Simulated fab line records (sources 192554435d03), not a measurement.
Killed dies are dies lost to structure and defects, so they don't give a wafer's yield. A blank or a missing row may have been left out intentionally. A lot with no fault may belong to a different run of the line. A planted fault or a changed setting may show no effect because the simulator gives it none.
fab line records ; flow n5Finfet
record: lots: 4; wafers: 12; lastDay: 17
route steps=1938 shown BEOL_M14@1729
lots that met no fault: from a run of the same line without faults
startH: hours from the record's opening day to when the first of the lot's shown wafers began ; waitH: hours from the lot's prior step to this one ; " unchanged from the row above ; L1.1+2: one row covering several wafers at once ; - no value present, or no start provided ; * or withheld: withheld ; < > ~ a bound
route shown NAME@n: a module of which the file shows steps, and the number in the route of the first ; usual: mean and standard deviation over wafers with no fault ; same: alike in all rows ; chamber/n: place in a boat ; sites: each site's reading ; _std_site: how widely they spread, as a standard deviation ; _edge_site: inner sites' mean taken away from outer sites' mean ; radiusMm: how far each site lies from the wafer's centre ; mask NAME#n: copy n ; behind: the most recent tool/chamber to have shaped the wafer ; hold: what put the lot on hold/how long, in hours/how the hold closed ; device: whichever transistor did not switch (one of n, p or np) ; end of line: tests run on the same wafers once the route is complete ; for a step that has no rows: nothing shown but its recipe ; killed: dies that structure and defects cost at the first sort, which is not the same as the wafer's yield ; map: shows each die of a wafer: x if killed, . if not, _ if none is there
set.NAME: the setting the step ran with; set.NAME@STEP: the setting that earlier step ran with ; model.NAME: the simulator's own value behind a step, which no gauge read
lots at selected steps of the route; one table per step, one row per wafer
services: from which hour (startH, from the record's first day; less than 0 if before it) a tool's chamber was out of use, for how many hours, and why
== steps ==
step: N5_BEOL_M14_DESCUM_15
recipe: chemistry: O2; timeS: 7.9; sourcePowerW: 50; biasPowerW: 20; pressureMtorr: 20; rfFrequencyHz: 2.712e+07; tempC: 40; o2FlowSccm: 225
step: N5_BEOL_M14_ETCH_59
recipe: chemistry: N2/H2; target: BARC; targetDepthA: 890; overetchA: 267; timeS: 67.9; ionEnergyEv: 200; pressureMtorr: 30; sourceW: 840; biasW: 150; n2FlowSccm: 200; h2FlowSccm: 200
step: N5_BEOL_M14_VIA_ETCH_16
recipe: chemistry: C4F8/O2/Ar; target: SiO2; heInnerTorr: 15; heOuterTorr: 30; targetDepthA: 12313; timeS: withheld; ionEnergyEv: 800; pressureMtorr: 20; sourceW: 1905; biasW: 2040; Ar_flow_sccm: 400; C4F8_flow_sccm: 16; O2_flow_sccm: 12; ends: cleared
step: N5_BEOL_M14_STRIP_63
recipe: chemistry: O2; powerW: 600; tempC: 60; pressureMtorr: 30; rfFrequencyHz: 6e+07; biasPowerW: 0; overashFraction: 0.3; o2FlowSccm: 225
step: N5_BEOL_M14_STRIP_64
recipe: chemistry: O2; powerW: 600; tempC: 60; pressureMtorr: 30; rfFrequencyHz: 6e+07; biasPowerW: 0; overashFraction: 0.3; o2FlowSccm: 225
step: N5_BEOL_M14_STRIP_71
recipe: chemistry: postEtchResidueRemover; timeS: 60; tempC: 25; removerPh: withheld; removerWaterWtPct: withheld; removerFluorideWtPct: withheld
step: N5_BEOL_M14_SRD_72
recipe: timeS: 30; tempC: 23; rinseLiquid: diw; dry: n2Spin; spinRpm: 1500; dryTimeS: 30
step: N5_BEOL_M14_COAT_65
recipe: resist: SOC; tempC: 250; timeS: 60; spinRpm: 1500; resistThkNm: 450
step: N5_BEOL_M14_COAT_66
recipe: resist: SiARC; tempC: 220; timeS: 60; spinRpm: 1500; resistThkNm: 110
usual: spinSpeedRpm: 1499.9/1.1
lot.wafer;tool;chamber;startH;waitH;spinSpeedRpm;model.SiARC_of_BEOL_M14_COAT_66.thkNm
L450.1;lithoTrack-03;0;273.35;-;1499.5;110
L450.2;lithoTrack-03;0;273.35;-;1502.6;110
L450.5;lithoTrack-03;0;273.35;-;1500.5;110
L457.1;lithoTrack-03;0;312.03;-;1668.4;104.2
L457.2;lithoTrack-03;0;312.03;-;1670.2;104
L457.6;lithoTrack-03;0;312.03;-;1669.9;104.2
L462.1;lithoTrack-03;0;343.98;-;1671.4;104
L462.3;lithoTrack-03;0;343.98;-;1670.6;104.2
L462.5;lithoTrack-03;0;343.98;-;1669.5;104.2
L469.4;lithoTrack-01;0;382.03;-;1499.6;110.2
L469.5;lithoTrack-01;0;382.03;-;1500.5;110.2
L469.6;lithoTrack-01;0;382.03;-;1499.9;110.4
step: N5_BEOL_M14_COAT_22
recipe: spinRpm: 2888; resistThkNm: 300
step: N5_BEOL_M14_EBR_24
recipe: solvent: PGMEA; ebrWidthMm: 1.5
step: N5_BEOL_M14_SOFTBAKE_23
recipe: tempC: 130; timeS: 60
step: N5_BEOL_M14_EXPOSE_25
recipe: maskId: M14; na: 0.8; sourceShape: annular; sigmaInner: 0.5; sigmaOuter: 0.8; polarization: unpolarized; targetCdNm: 280; doseMj: 26.6
step: N5_BEOL_M14_PEB_26
recipe: pebTempC: 130; pebTimeS: 90
step: N5_BEOL_M14_DEVELOP_27
recipe: developTimeS: 45; rinseLiquid: diw; dry: airSpin; devTempC: 21
step: N5_BEOL_M14_HARDBAKE_32
recipe: tempC: 130; timeS: 120
step: N5_BEOL_M14_DESCUM_33
recipe: chemistry: O2; timeS: 7.9; sourcePowerW: 50; biasPowerW: 20; pressureMtorr: 20; rfFrequencyHz: 2.712e+07; tempC: 40; o2FlowSccm: 225
step: N5_BEOL_M14_ETCH_67
recipe: chemistry: CF4; target: SiARC; targetDepthA: 1430; timeS: 238.3; ionEnergyEv: 80; pressureMtorr: 40; sourceW: 545; biasW: 36; Ar_flow_sccm: 100; cf4FlowSccm: 100; ends: cleared
usual: drypumpMotorCurrentA: 5.7/0.34; etchRfOnTimeS: 238/9.2; oesProductAu: 0.68/0.066; rfVppV: 184.2/1; showerheadPlenumPTorr: 2.15/0.058; throttleValvePct: 15.55/0.2
lot.wafer;tool;chamber;startH;waitH;drypumpMotorCurrentA;etchRfOnTimeS;oesProductAu;rfHoursCounterH;rfVppV;showerheadPlenumPTorr;throttleValvePct;model.etch.depthNm;model.coat_of_BEOL_M14_COAT_22.thkNm
L450.1;rieDiel-04;2;273.76;0.0;5.5;225;0.61;228;185.0;2.20;15.52;110;214
L450.2;rieDiel-04;1;273.76;0.0;5.4;245;0.57;243;184.4;2.12;15.66;110;214.2
L450.5;rieDiel-04;1;273.76;0.0;5.4;246;0.57;-;184.4;2.12;15.67;109.9;213.4
L457.1;rieDiel-06;1;312.59;0.0;5.9;210;0.80;28;184.0;2.20;15.53;104.2;215.4
L457.2;rieDiel-06;3;312.59;0.0;6.1;225;0.67;147;184.0;2.14;15.51;104;215.2
L457.6;rieDiel-06;0;312.59;0.0;5.6;237;0.65;-;183.0;2.08;15.28;104.2;214.4
L462.1;rieDiel-01;3;344.67;0.0;5.6;229;0.65;129;182.7;2.13;15.77;104;215
L462.3;rieDiel-01;0;344.67;0.0;5.1;214;0.69;96;184.8;2.16;15.60;104.3;215.2
L462.5;rieDiel-01;3;344.67;0.0;5.5;229;0.66;-;185.5;2.13;15.78;104.1;214.6
L469.4;rieDiel-01;3;382.56;0.0;5.5;246;0.64;145;184.0;2.13;15.79;110.2;211.4
L469.5;rieDiel-01;3;382.56;0.0;5.5;246;0.64;-;183.4;2.13;15.79;110.2;212
L469.6;rieDiel-01;2;382.56;0.0;5.8;248;0.70;-;185.0;2.27;15.83;110.4;211.6
step: N5_BEOL_M14_ETCH_68
recipe: chemistry: N2/H2; target: SOC; maskMaterial: SiARC; sourceW: 3000; biasW: 350; tempC: 40; timeS: 450; ionEnergyEv: 200; pressureMtorr: 30; n2FlowSccm: 200; h2FlowSccm: 200
usual: drypumpMotorCurrentA: 5.7/0.34; oesProductAu: 0.80/0.075; rfVppV: 524.0/1.9; showerheadPlenumPTorr: 2.55/0.072; throttleValvePct: 17.73/0.21
lot.wafer;tool;chamber;startH;waitH;drypumpMotorCurrentA;oesProductAu;rfHoursCounterH;rfVppV;showerheadPlenumPTorr;throttleValvePct;model.SiARC_of_BEOL_M14_COAT_66.thkNm
L450.1;rieDiel-04;2;273.91;0.1;5.5;0.69;228;525.7;2.62;17.65;64.6
L450.2;rieDiel-04;1;273.91;0.1;5.4;0.68;244;522.9;2.49;17.60;65.8
L450.5;rieDiel-04;1;273.91;0.1;5.4;0.68;-;522.3;2.49;17.61;65.8
L457.1;rieDiel-06;1;312.73;0.1;5.9;0.91;28;525.9;2.58;17.53;57.8
L457.2;rieDiel-06;3;312.73;0.1;6.0;0.78;147;525.1;2.54;17.63;59.8
L457.6;rieDiel-06;0;312.73;0.1;5.6;0.78;-;521.4;2.49;17.72;60.2
L462.1;rieDiel-01;3;344.82;0.1;5.5;0.77;130;524.9;2.55;17.97;59.2
L462.3;rieDiel-01;0;344.82;0.1;5.2;0.79;96;523.8;2.60;17.95;59.4
L462.5;rieDiel-01;3;344.82;0.1;5.5;0.79;-;524.3;2.55;17.99;58.6
L469.4;rieDiel-01;3;382.71;0.1;5.5;0.76;145;523.2;2.54;18.00;65.6
L469.5;rieDiel-01;3;382.71;0.1;5.5;0.76;-;523.4;2.54;18.00;65.6
L469.6;rieDiel-01;2;382.71;0.1;5.8;0.83;-;528.1;2.69;17.98;66.8
step: N5_BEOL_M14_STRIP_69
recipe: chemistry: N2/H2; tempC: 40; n2FlowSccm: 200; h2FlowSccm: 200; rfFrequencyHz: 6e+07
== services ==
tool;chamber;startH;hours;kind
rieDiel-04;0;276.72;15.8;repair
rieDiel-04;3;290.02;5.1;repair
rieDiel-04;2;293.54;9.1;repair
rieDiel-04;1;302.68;-;clean
rieDiel-04;1;302.68;-;consumableReplace:focusRing
rieDiel-04;1;302.68;12.8;scheduledDown
rieDiel-04;1;302.68;12.8;ventCycle
rieDiel-01;1;325.37;-;clean
rieDiel-01;1;325.37;-;consumableReplace:focusRing
rieDiel-01;1;325.37;12.6;scheduledDown
rieDiel-01;1;325.37;12.6;ventCycle
rieDiel-04;3;327.77;1.6;repair
rieDiel-04;2;340.26;-;clean
rieDiel-04;2;340.26;-;consumableReplace:focusRing
rieDiel-04;2;340.26;17.9;scheduledDown
rieDiel-04;2;340.26;17.9;ventCycle
rieDiel-01;2;366.86;2.7;repair
lithoTrack-03;-;368.95;-;consumableReplace:filter
lithoTrack-03;-;378.18;-;consumableReplace:filter
== key ==
firstSign: step: N5_BEOL_M14_COAT_66; reading: spinSpeedRpm; direction: up; sigmas: 99+; usual: *; struck: *
effect none on later readings
modelEffect: step: N5_BEOL_M14_COAT_66; value: SiARC_of_BEOL_M14_COAT_66.thkNm; without: 109.9; struck: 104.1
modelEffect: step: N5_BEOL_M14_ETCH_67; value: etch.depthNm; without: 109.8; struck: 104.1
modelEffect: step: N5_BEOL_M14_ETCH_68; value: SiARC_of_BEOL_M14_COAT_66.thkNm; without: 64.87; struck: 59.17
metAt N5_BEOL_M14_COAT_66
struckWafers L457.1,L457.2,L457.6,L462.1,L462.3,L462.5
onsetBetween 273.35 312.03
fault: kind: processParameterDrift; tool: lithoTrack-03; chamber: -; onsetH: 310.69; steps: N5_BEOL_M14_COAT_66; channel: spinRpm; offset: *; shape: step; endH: 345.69; actsIn: *; stated: *
